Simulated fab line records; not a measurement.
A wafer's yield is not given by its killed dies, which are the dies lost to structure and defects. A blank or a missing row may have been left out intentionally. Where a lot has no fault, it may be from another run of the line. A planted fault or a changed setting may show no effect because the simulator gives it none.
Which of the tools did it? + flow n5 finfet + 24 lots with 72 wafers sampled at 5 steps, on a route of 1938 steps

## WHAT EACH GAUGE READ, for each wafer
N5_BEOL_M0_SAQP_INSPECT_42: inspects for defects (brightfield). Usual: raw defect count reads 275 (standard deviation 76).
| lot  | measured     | on                | raw defect count | flag |
|------|--------------|-------------------|------------------|------|
| L074 | day 5 12:31  | defect inspect-01 | 205 184 185      |      |
| L075 | day 6 09:23  | defect inspect-02 | 228 380 347      |      |
| L076 | day 6 13:14  | defect inspect-01 | 187 341 237      |      |
| L077 | day 6 15:18  | defect inspect-02 | 325 294 348      |      |
| L078 | day 6 16:20  | defect inspect-01 | 315 452 326      |      |
| L079 | day 7 01:46  | defect inspect-01 | 226 261 240      |      |
| L080 | day 7 09:07  | defect inspect-02 | 430 288 416      |      |
| L081 | day 7 15:41  | defect inspect-01 | 187 205 241      |      |
| L082 | day 7 16:32  | defect inspect-02 | 339 236 263      |      |
| L083 | day 7 21:49  | defect inspect-02 | 369 328 551      |      |
| L084 | day 8 02:42  | defect inspect-01 | 273 216 322      |      |
| L085 | day 8 14:15  | defect inspect-02 | 243 206 221      |      |
| L086 | day 8 20:30  | defect inspect-01 | 251 286 209      |      |
| L087 | day 9 03:11  | defect inspect-01 | 188 274 181      |      |
| L088 | day 9 10:45  | defect inspect-02 | 269 248 250      |      |
| L089 | day 9 14:30  | defect inspect-02 | 156 177 317      |      |
| L090 | day 9 19:41  | defect inspect-01 | 378 385 241      |      |
| L091 | day 10 02:22 | defect inspect-01 | 445 262 221      |      |
| L092 | day 10 05:31 | defect inspect-02 | 218 130 284      |      |
| L093 | day 10 09:17 | defect inspect-01 | 309 184 253      |      |
| L094 | day 10 13:44 | defect inspect-01 | 214 291 190      |      |
| L095 | day 10 19:14 | defect inspect-01 | 209 356 301      |      |
| L096 | day 11 04:28 | defect inspect-02 | 201 272 150      |      |
| L097 | day 11 14:29 | defect inspect-01 | 330 298 361      |      |

## WHICH TOOL RAN EACH LOT (tool, then ch and the chambers of the sampled wafers, then the start)
| lot  | N5_BEOL_M0_SAQP_ETCH_101           | N5_BEOL_M0_SAQP_ETCH_102        | N5_BEOL_M0_SAQP_RECESS_109         | N5_BEOL_M0_SAQP_SPACER2_ALD_26    |
|------|------------------------------------|---------------------------------|------------------------------------|-----------------------------------|
| L074 | rie diel-03 ch 1,3, day 5 10:23    | rie si-01 ch 0,1,3, day 5 10:30 | vapor etch-02 ch 0,1, day 5 11:16  | ald sin-03 ch 0,3, day 5 11:22    |
| L075 | rie diel-02 ch 2,3, day 6 07:11    | rie si-05 ch 0,1,3, day 6 07:17 | vapor etch-02 ch 0,1, day 6 08:01  | ald sin-01 ch 0,3, day 6 08:10    |
| L076 | rie diel-02 ch 0,2,3, day 6 09:05  | rie si-05 ch 1,3, day 6 09:11   | vapor etch-02 ch 0,1, day 6 09:58  | ald sin-01 ch 0,1,2, day 6 12:05  |
| L077 | rie diel-02 ch 1,2, day 6 13:04    | rie si-05 ch 0,3, day 6 13:11   | vapor etch-02 ch 0,1, day 6 14:01  | ald sin-01 ch 0,1,2, day 6 14:09  |
| L078 | rie diel-02 ch 1,2, day 6 13:42    | rie si-06 ch 0,1,3, day 6 13:49 | vapor etch-01 ch 0,1, day 6 14:47  | ald sin-01 ch 1,2,3, day 6 15:12  |
| L079 | rie diel-06 ch 0,1,2, day 6 23:20  | rie si-05 ch 0,1,2, day 6 23:26 | vapor etch-02 ch 0,1, day 7 00:20  | ald sin-01 ch 1,3, day 7 00:28    |
| L080 | rie diel-06 ch 0,3, day 7 06:50    | rie si-05 ch 0,1,2, day 7 06:57 | vapor etch-01 ch 0,1, day 7 07:43  | ald sin-01 ch 0,3, day 7 07:51    |
| L081 | rie diel-03 ch 0,1,3, day 7 13:34  | rie si-01 ch 1,3, day 7 13:40   | vapor etch-01 ch 0,1, day 7 14:24  | ald sin-02 ch 1,2,3, day 7 14:33  |
| L082 | rie diel-03 ch 0,2,3, day 7 14:19  | rie si-01 ch 1,3, day 7 14:25   | vapor etch-01 ch 0, day 7 15:08    | ald sin-01 ch 0,3, day 7 15:17    |
| L083 | rie diel-03 ch 1,3, day 7 19:34    | rie si-05 ch 2,3, day 7 19:40   | vapor etch-01 ch 0,1, day 7 20:24  | ald sin-02 ch 0,1,3, day 7 20:32  |
| L084 | rie diel-02 ch 2,3, day 8 00:35    | rie si-01 ch 2,3, day 8 00:41   | vapor etch-02 ch 0,1, day 8 01:25  | ald sin-03 ch 1,2,3, day 8 01:34  |
| L085 | rie diel-06 ch 0,1,2, day 8 10:16  | rie si-06 ch 2,3, day 8 10:23   | vapor etch-01 ch 1, day 8 11:13    | ald sin-03 ch 1,2, day 8 13:04    |
| L086 | rie diel-02 ch 0,1,2, day 8 16:29  | rie si-01 ch 0,1,2, day 8 16:36 | vapor etch-01 ch 0,1, day 8 17:23  | ald sin-01 ch 0,1,2, day 8 18:52  |
| L087 | rie diel-03 ch 0,1,2, day 9 01:04  | rie si-01 ch 1,2, day 9 01:10   | vapor etch-01 ch 0,1, day 9 01:56  | ald sin-01 ch 0,1,3, day 9 02:02  |
| L088 | rie diel-06 ch 1,2,3, day 9 08:29  | rie si-01 ch 0,1,3, day 9 08:35 | vapor etch-01 ch 1, day 9 09:28    | ald sin-02 ch 1,2, day 9 09:37    |
| L089 | rie diel-03 ch 0,2,3, day 9 12:13  | rie si-06 ch 1,2, day 9 12:19   | vapor etch-02 ch 0,1, day 9 13:05  | ald sin-02 ch 0,1,2, day 9 13:13  |
| L090 | rie diel-03 ch 0,3, day 9 17:27    | rie si-01 ch 0,1,2, day 9 17:34 | vapor etch-02 ch 0,1, day 9 18:17  | ald sin-03 ch 0,1,2, day 9 18:25  |
| L091 | rie diel-03 ch 0,1,2, day 9 23:50  | rie si-01 ch 2,3, day 9 23:56   | vapor etch-02 ch 1, day 10 00:40   | ald sin-01 ch 0,3, day 10 01:12   |
| L092 | rie diel-03 ch 2,3, day 10 03:21   | rie si-05 ch 2,3, day 10 03:28  | vapor etch-01 ch 0,1, day 10 04:14 | ald sin-03 ch 0,3, day 10 04:20   |
| L093 | rie diel-02 ch 0,2, day 10 07:11   | rie si-06 ch 2,3, day 10 07:17  | vapor etch-01 ch 1, day 10 08:01   | ald sin-02 ch 1,3, day 10 08:09   |
| L094 | rie diel-06 ch 0,1,3, day 10 11:30 | rie si-01 ch 1,2, day 10 11:36  | vapor etch-01 ch 0,1, day 10 12:19 | ald sin-02 ch 0,2,3, day 10 12:35 |
| L095 | rie diel-03 ch 0,1,2, day 10 17:02 | rie si-01 ch 0,3, day 10 17:08  | vapor etch-01 ch 0,1, day 10 17:55 | ald sin-01 ch 1,2, day 10 18:03   |
| L096 | rie diel-03 ch 0,2, day 11 02:14   | rie si-01 ch 1,3, day 11 02:20  | vapor etch-02 ch 0,1, day 11 03:07 | ald sin-02 ch 0,1,2, day 11 03:16 |
| L097 | rie diel-02 ch 0,2,3, day 11 12:08 | rie si-01 ch 2,3, day 11 12:14  | vapor etch-02 ch 0,1, day 11 13:08 | ald sin-01 ch 1,2, day 11 13:17   |
- N5_BEOL_M0_SAQP_ETCH_101: etches SiNx in CH3F/O2, target depth 29.9 nm, time 42.7 s.
- N5_BEOL_M0_SAQP_ETCH_102: etches SiO2 in CF4, target depth 4 nm, time 4.4 s.
- N5_BEOL_M0_SAQP_RECESS_109: chemistry HF/NH3, target SiO2, target depth 3 nm, afs cycles 1, sublimation time 60 s.
- N5_BEOL_M0_SAQP_SPACER2_ALD_26: deposits SiO2, target thk 15 nm, pulse time 1 s, purge time 2 s.

## WHAT THE TOOLS THEMSELVES READ (means of the sampled wafers that have a number; where no wafer has one, the mark that the record gives instead)
N5_BEOL_M0_SAQP_ETCH_101. Usual: drypump motor current A 5.9 A, standard deviation 0.44; oes product au 0.81 a.u., standard deviation 0.091; rf vpp V 299 V, standard deviation 3.4; showerhead plenum p Torr 2.01 Torr, standard deviation 0.078; throttle valve pct 16.36 %, standard deviation 0.25.
| lot  | tool        | drypump motor current A (A) | oes product au (a.u.) | rf vpp V (V) | showerhead plenum p Torr (Torr) | throttle valve pct (%) | flag |
|------|-------------|-----------------------------|-----------------------|--------------|---------------------------------|------------------------|------|
| L074 | rie diel-03 | 5.7                         | 0.73                  | 299          | 2.05                            | 16.60                  |      |
| L075 | rie diel-02 | 5.8                         | 0.71                  | 295          | 1.90                            | 16.64                  |      |
| L076 | rie diel-02 | 6.0                         | 0.77                  | 297          | 1.98                            | 16.45                  |      |
| L077 | rie diel-02 | 6.2                         | 0.76                  | 300          | 2.03                            | 16.27                  |      |
| L078 | rie diel-02 | 6.2                         | 0.76                  | 299          | 1.98                            | 16.48                  |      |
| L079 | rie diel-06 | 5.8                         | 0.84                  | 297          | 2.02                            | 16.27                  |      |
| L080 | rie diel-06 | 6.0                         | 0.73                  | 294          | 2.02                            | 16.39                  |      |
| L081 | rie diel-03 | 6.0                         | 0.78                  | 301          | 2.01                            | 16.52                  |      |
| L082 | rie diel-03 | 5.8                         | 0.78                  | 301          | 1.95                            | 16.47                  |      |
| L083 | rie diel-03 | 5.5                         | 0.69                  | 301          | 2.01                            | 16.72                  |      |
| L084 | rie diel-02 | 5.8                         | 0.91                  | 298          | 2.06                            | 16.36                  |      |
| L085 | rie diel-06 | 5.8                         | 0.82                  | 297          | 2.02                            | 16.29                  |      |
| L086 | rie diel-02 | 6.1                         | 0.78                  | 298          | 2.03                            | 16.29                  |      |
| L087 | rie diel-03 | 5.9                         | 0.79                  | 298          | 1.99                            | 16.42                  |      |
| L088 | rie diel-06 | 5.7                         | 0.87                  | 297          | 2.06                            | 16.13                  |      |
| L089 | rie diel-03 | 5.8                         | 0.87                  | 300          | 1.95                            | 16.33                  |      |
| L090 | rie diel-03 | 6.2                         | 0.91                  | 303          | 1.96                            | 16.27                  |      |
| L091 | rie diel-03 | 6.0                         | 0.78                  | 299          | 1.98                            | 16.44                  |      |
| L092 | rie diel-03 | 5.3                         | 0.82                  | 299          | 1.93                            | 16.41                  |      |
| L093 | rie diel-02 | 6.1                         | 0.79                  | 299          | 2.04                            | 16.31                  |      |
| L094 | rie diel-06 | 5.9                         | 0.80                  | 293          | 2.04                            | 16.25                  |      |
| L095 | rie diel-03 | 5.9                         | 0.77                  | 300          | 1.98                            | 16.45                  |      |
| L096 | rie diel-03 | 5.7                         | 0.78                  | 298          | 1.92                            | 16.39                  |      |
| L097 | rie diel-02 | 5.9                         | 0.81                  | 298          | 2.04                            | 16.36                  |      |

N5_BEOL_M0_SAQP_ETCH_102. Usual: drypump motor current A 5.7 A, standard deviation 0.43; oes product au 0.994 a.u., standard deviation 0.019; throttle valve pct 21.71 %, standard deviation 0.18.
| lot  | tool      | drypump motor current A (A) | oes product au (a.u.) | throttle valve pct (%) | flag |
|------|-----------|-----------------------------|-----------------------|------------------------|------|
| L074 | rie si-01 | 5.4                         | 0.982                 | 21.73                  |      |
| L075 | rie si-05 | 5.6                         | 0.997                 | 21.63                  |      |
| L076 | rie si-05 | 5.5                         | 0.990                 | 21.70                  |      |
| L077 | rie si-05 | 5.7                         | 0.988                 | 21.56                  |      |
| L078 | rie si-06 | 5.8                         | 0.985                 | 21.93                  |      |
| L079 | rie si-05 | 5.6                         | 0.986                 | 21.57                  |      |
| L080 | rie si-05 | 5.7                         | 0.988                 | 21.57                  |      |
| L081 | rie si-01 | 5.7                         | 0.993                 | 21.67                  |      |
| L082 | rie si-01 | 5.7                         | 1.001                 | 21.67                  |      |
| L083 | rie si-05 | 5.8                         | 0.977                 | 21.81                  |      |
| L084 | rie si-01 | 6.2                         | 1.011                 | 21.66                  |      |
| L085 | rie si-06 | 5.6                         | 0.967                 | 21.74                  |      |
| L086 | rie si-01 | 5.5                         | 1.004                 | 21.76                  |      |
| L087 | rie si-01 | 5.9                         | 0.993                 | 21.79                  |      |
| L088 | rie si-01 | 5.4                         | 0.996                 | 21.68                  |      |
| L089 | rie si-06 | 5.7                         | 0.993                 | 21.72                  |      |
| L090 | rie si-01 | 5.5                         | 0.998                 | 21.75                  |      |
| L091 | rie si-01 | 6.2                         | 1.005                 | 21.65                  |      |
| L092 | rie si-05 | 5.8                         | 0.988                 | 21.82                  |      |
| L093 | rie si-06 | 5.6                         | 0.978                 | 21.74                  |      |
| L094 | rie si-01 | 5.9                         | 0.995                 | 21.79                  |      |
| L095 | rie si-01 | 5.3                         | 1.014                 | 21.60                  |      |
| L096 | rie si-01 | 5.7                         | 0.995                 | 21.66                  |      |
| L097 | rie si-01 | 6.2                         | 1.010                 | 21.66                  |      |

N5_BEOL_M0_SAQP_RECESS_109. Usual: drypump motor current A reads 5.7 A (standard deviation 0.39).
| lot  | tool          | drypump motor current A (A) | flag |
|------|---------------|-----------------------------|------|
| L074 | vapor etch-02 | 5.3                         |      |
| L075 | vapor etch-02 | 5.4                         |      |
| L076 | vapor etch-02 | 5.3                         |      |
| L077 | vapor etch-02 | 5.3                         |      |
| L078 | vapor etch-01 | 6.1                         |      |
| L079 | vapor etch-02 | 5.3                         |      |
| L080 | vapor etch-01 | 6.0                         |      |
| L081 | vapor etch-01 | 6.1                         |      |
| L082 | vapor etch-01 | 6.3                         |      |
| L083 | vapor etch-01 | 6.2                         |      |
| L084 | vapor etch-02 | 5.3                         |      |
| L085 | vapor etch-01 | 5.9                         |      |
| L086 | vapor etch-01 | 6.0                         |      |
| L087 | vapor etch-01 | 6.1                         |      |
| L088 | vapor etch-01 | 5.9                         |      |
| L089 | vapor etch-02 | 5.3                         |      |
| L090 | vapor etch-02 | 5.3                         |      |
| L091 | vapor etch-02 | 5.4                         |      |
| L092 | vapor etch-01 | 6.0                         |      |
| L093 | vapor etch-01 | 5.9                         |      |
| L094 | vapor etch-01 | 6.0                         |      |
| L095 | vapor etch-01 | 6.2                         |      |
| L096 | vapor etch-02 | 5.3                         |      |
| L097 | vapor etch-02 | 5.3                         |      |

N5_BEOL_M0_SAQP_SPACER2_ALD_26. Usual: chamber pressure Torr 2.000 Torr, standard deviation 0.0042; heater power outer w 257 W, standard deviation 23; heater power w 461 W, standard deviation 33; precursor pulse height rel 0.997, standard deviation 0.019.
| lot  | tool       | chamber pressure Torr (Torr) | heater power outer w (W) | heater power w (W) | precursor pulse height rel | flag |
|------|------------|------------------------------|--------------------------|--------------------|----------------------------|------|
| L074 | ald sin-03 | 1.998                        | 246                      | 477                | 0.996                      |      |
| L075 | ald sin-01 | 1.998                        | 243                      | 446                | 1.002                      |      |
| L076 | ald sin-01 | 2.000                        | 261                      | 459                | 0.995                      |      |
| L077 | ald sin-01 | 1.998                        | 261                      | 463                | 0.975                      |      |
| L078 | ald sin-01 | 2.000                        | 252                      | 448                | 0.997                      |      |
| L079 | ald sin-01 | 2.000                        | 258                      | 428                | 1.008                      |      |
| L080 | ald sin-01 | 1.995                        | 238                      | 424                | 1.008                      |      |
| L081 | ald sin-02 | 2.001                        | 252                      | 463                | 1.007                      |      |
| L082 | ald sin-01 | 2.003                        | 233                      | 426                | 1.007                      |      |
| L083 | ald sin-02 | 2.002                        | 252                      | 467                | 0.998                      |      |
| L084 | ald sin-03 | 1.997                        | 294                      | 511                | 0.967                      |      |
| L085 | ald sin-03 | 2.002                        | 293                      | 482                | 0.999                      |      |
| L086 | ald sin-01 | 2.002                        | 261                      | 468                | 0.998                      |      |
| L087 | ald sin-01 | 2.001                        | 249                      | 447                | 1.012                      |      |
| L088 | ald sin-02 | 2.001                        | 250                      | 463                | 0.993                      |      |
| L089 | ald sin-02 | 2.001                        | 256                      | 466                | 1.001                      |      |
| L090 | ald sin-03 | 2.001                        | 266                      | 466                | 0.994                      |      |
| L091 | ald sin-01 | 1.997                        | 237                      | 424                | 1.007                      |      |
| L092 | ald sin-03 | 2.002                        | 253                      | 479                | 0.990                      |      |
| L093 | ald sin-02 | 2.001                        | 235                      | 449                | 0.992                      |      |
| L094 | ald sin-02 | 2.004                        | 253                      | 460                | 1.002                      |      |
| L095 | ald sin-01 | 2.006                        | 261                      | 470                | 0.991                      |      |
| L096 | ald sin-02 | 1.994                        | 262                      | 472                | 1.003                      |      |
| L097 | ald sin-01 | 1.998                        | 272                      | 460                | 0.994                      |      |

## THE ANSWER, worked out from the rows above alone
Rule: lot off if the mean of its wafers having a number is beyond 3 standard deviations from the usual mean. A lot without any number at a reading at which 4 lots or more have one is off too. All remaining lots with rows at the step are treated as sound. After the gauges, taken in route order, come the tools' own readings; for these a lot's mean is taken, as printed above. At the first step where some lot is off, the reading lying furthest off is the one used; lots without a number count as furthest.
No lot is off on any of the readings shown, so nothing can be concluded from this.

## WHAT WAS PUT IN BY THE SIMULATOR
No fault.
